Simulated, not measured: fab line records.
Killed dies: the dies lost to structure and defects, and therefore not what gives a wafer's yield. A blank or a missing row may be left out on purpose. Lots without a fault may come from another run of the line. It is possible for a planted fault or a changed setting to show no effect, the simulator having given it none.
Split-lot trial + flow n5 finfet + 39 wafers read across 7 lots, on a route 1938 steps long

SPLIT DETAILS
At N5_DUMMY_GATE_EXPOSE_12 (exposes mask GATE, target cd 25 nm), the setting dose mj was moved away from the recipe's 34 on 12 of the 39 wafers read, by -6.9% to +5.2%. All remaining wafers had this setting at the recipe value.

FROM THE SPLIT TO THE READING: what the file shows between them, 7 steps
- N5_DUMMY_GATE_PEB_13: peb time 60 s
- N5_DUMMY_GATE_DEVELOP_14: develop time 30 s
- N5_DUMMY_GATE_CD_MEAS_15: target cd 25.8 nm
- N5_DUMMY_GATE_STRIP_38: strips in N2/H2
- N5_DUMMY_GATE_STRIP_39: strips in N2/H2
- N5_DUMMY_GATE_TRIM_49: chemistry O2, time 29 s, target cd 14 nm
- N5_DUMMY_GATE_STRIP_40: strips in CF4

THE READING
cd nm at N5_DUMMY_GATE_CD_MEAS_50, given in nm (cd target 14 nm). Typical for fault-free wafers on this fab line: 14.0 nm, with standard deviation 0.34 nm.

| wafer  | tool, chamber at the split | dose mj as run | against the recipe | cd nm, nm | against lot-mates on the recipe |
|--------|----------------------------|----------------|--------------------|-----------|---------------------------------|
| L075.2 | euv scanner-01, 0          | 34             | recipe             | 14.3      | -                               |
| L075.3 | euv scanner-01, 0          | 34             | recipe             | 14.1      | -                               |
| L075.5 | euv scanner-01, 0          | 34             | recipe             | 14.1      | -                               |
| L076.1 | euv scanner-01, 0          | 31.65          | -6.9%              | 15.3      | +1.8                            |
| L076.2 | euv scanner-01, 0          | 31.65          | -6.9%              | 15.2      | +1.7                            |
| L076.3 | euv scanner-01, 0          | 34             | recipe             | 13.5      | -                               |
| L076.4 | euv scanner-01, 0          | 34             | recipe             | 13.2      | -                               |
| L076.5 | euv scanner-01, 0          | 31.65          | -6.9%              | 14.6      | +1.1                            |
| L076.6 | euv scanner-01, 0          | 34             | recipe             | 13.9      | -                               |
| L083.1 | euv scanner-02, 0          | 34             | recipe             | 14.3      | -                               |
| L083.2 | euv scanner-02, 0          | 35.41          | +4.1%              | 12.7      | -1.5                            |
| L083.3 | euv scanner-02, 0          | 35.41          | +4.1%              | 13.2      | -1.0                            |
| L083.4 | euv scanner-02, 0          | 34             | recipe             | 14.1      | -                               |
| L083.5 | euv scanner-02, 0          | 34             | recipe             | 14.1      | -                               |
| L083.6 | euv scanner-02, 0          | 35.41          | +4.1%              | 13.2      | -1.0                            |
| L085.1 | euv scanner-02, 0          | 34             | recipe             | 14.1      | -                               |
| L085.2 | euv scanner-02, 0          | 34             | recipe             | 13.4      | -                               |
| L085.3 | euv scanner-02, 0          | 34             | recipe             | 14.3      | -                               |
| L085.4 | euv scanner-02, 0          | 34             | recipe             | 14.6      | -                               |
| L085.5 | euv scanner-02, 0          | 34             | recipe             | 14.3      | -                               |
| L085.6 | euv scanner-02, 0          | 34             | recipe             | 13.9      | -                               |
| L088.1 | euv scanner-02, 0          | 34             | recipe             | 14.1      | -                               |
| L088.2 | euv scanner-02, 0          | 34             | recipe             | 14.2      | -                               |
| L088.3 | euv scanner-02, 0          | 34             | recipe             | 13.8      | -                               |
| L088.4 | euv scanner-02, 0          | 34             | recipe             | 14.1      | -                               |
| L088.5 | euv scanner-02, 0          | 34             | recipe             | 13.8      | -                               |
| L088.6 | euv scanner-02, 0          | 34             | recipe             | 14.0      | -                               |
| L091.1 | euv scanner-01, 0          | 35.05          | +3.1%              | 14.1      | -0.2                            |
| L091.2 | euv scanner-01, 0          | 34             | recipe             | 14.1      | -                               |
| L091.3 | euv scanner-01, 0          | 34             | recipe             | 14.4      | -                               |
| L091.4 | euv scanner-01, 0          | 34             | recipe             | 14.4      | -                               |
| L091.5 | euv scanner-01, 0          | 35.05          | +3.1%              | 14.0      | -0.3                            |
| L091.6 | euv scanner-01, 0          | 35.05          | +3.1%              | 13.7      | -0.6                            |
| L094.1 | euv scanner-02, 0          | 34             | recipe             | 14.0      | -                               |
| L094.2 | euv scanner-02, 0          | 34             | recipe             | 13.4      | -                               |
| L094.3 | euv scanner-02, 0          | 35.77          | +5.2%              | 12.6      | -1.2                            |
| L094.4 | euv scanner-02, 0          | 34             | recipe             | 14.0      | -                               |
| L094.5 | euv scanner-02, 0          | 35.77          | +5.2%              | 12.8      | -1.0                            |
| L094.6 | euv scanner-02, 0          | 35.77          | +5.2%              | 12.5      | -1.3                            |

FIT RESULTS
A straight line over all 39 wafers: cd nm changes by -0.181 nm for each +1% of dose mj; r = -0.81; the points scatter about the line by 0.37 nm.
The same after taking each lot's own level away (the mean of its wafers on the recipe; 39 wafers): -0.219 nm for each +1%; r = -0.92; scatter 0.27 nm.
Per that fit: largest dose mj move, reading shift of 1.5 nm.
The lots' own levels span 13.53 to 14.30 nm, that is 2.3 times the standard deviation above.
In other words, the slope is changed by the lot-to-lot level; the two fits disagree.
Check: +1.46 nm against its lot-mates is what the line predicts for one of the wafers moved furthest among these (-6.9%) when that wafer is left out of the fit. Against them it came out at +1.77 nm.

FURTHER SPLITS ON THESE WAFERS
Other splits were also applied to these wafers ahead of the reading. Each is held against what the fit with the lots' levels taken away leaves over:
| other split on the same wafers    | wafers away from the commonest value | r with cd nm (lot level and that fit taken away) |
|-----------------------------------|--------------------------------------|--------------------------------------------------|
| N5_WELL_APT_IMPLANT_15 energy kev | 12                                   | +0.13                                            |
| N5_WELL_APT_IMPLANT_31 energy kev | 12                                   | +0.14                                            |

THE WHOLE CHAIN: every reading that the file lists as answering this split, in the file's order
| step                     | what it does                                                   | reading                                                           | change (the file's fit)               | r (the file's) |
|--------------------------|----------------------------------------------------------------|-------------------------------------------------------------------|---------------------------------------|----------------|
| N5_DUMMY_GATE_CD_MEAS_15 | target cd 25.8 nm                                              | cd nm                                                             | -0.169 nm for each +1% of the setting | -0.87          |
| N5_DUMMY_GATE_TRIM_49    | chemistry O2, time 29 s, target cd 14 nm                       | DUMMY_GATE.cd nm (the simulator's own value, which no gauge read) | -0.219 nm for each +1% of the setting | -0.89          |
| N5_DUMMY_GATE_CD_MEAS_50 | target cd 14 nm                                                | cd nm                                                             | -0.22 nm for each +1% of the setting  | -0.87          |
| N5_DUMMY_GATE_ETCH_44    | etches poly-Si in HBr/O2, stops on SiO2, target depth 127.5 nm | DUMMY_GATE.cd nm (the simulator's own value, which no gauge read) | -0.241 nm for each +1% of the setting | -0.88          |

FILE'S OWN FIT
cd nm changes by -0.22 nm for each +1% of dose mj, r = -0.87.
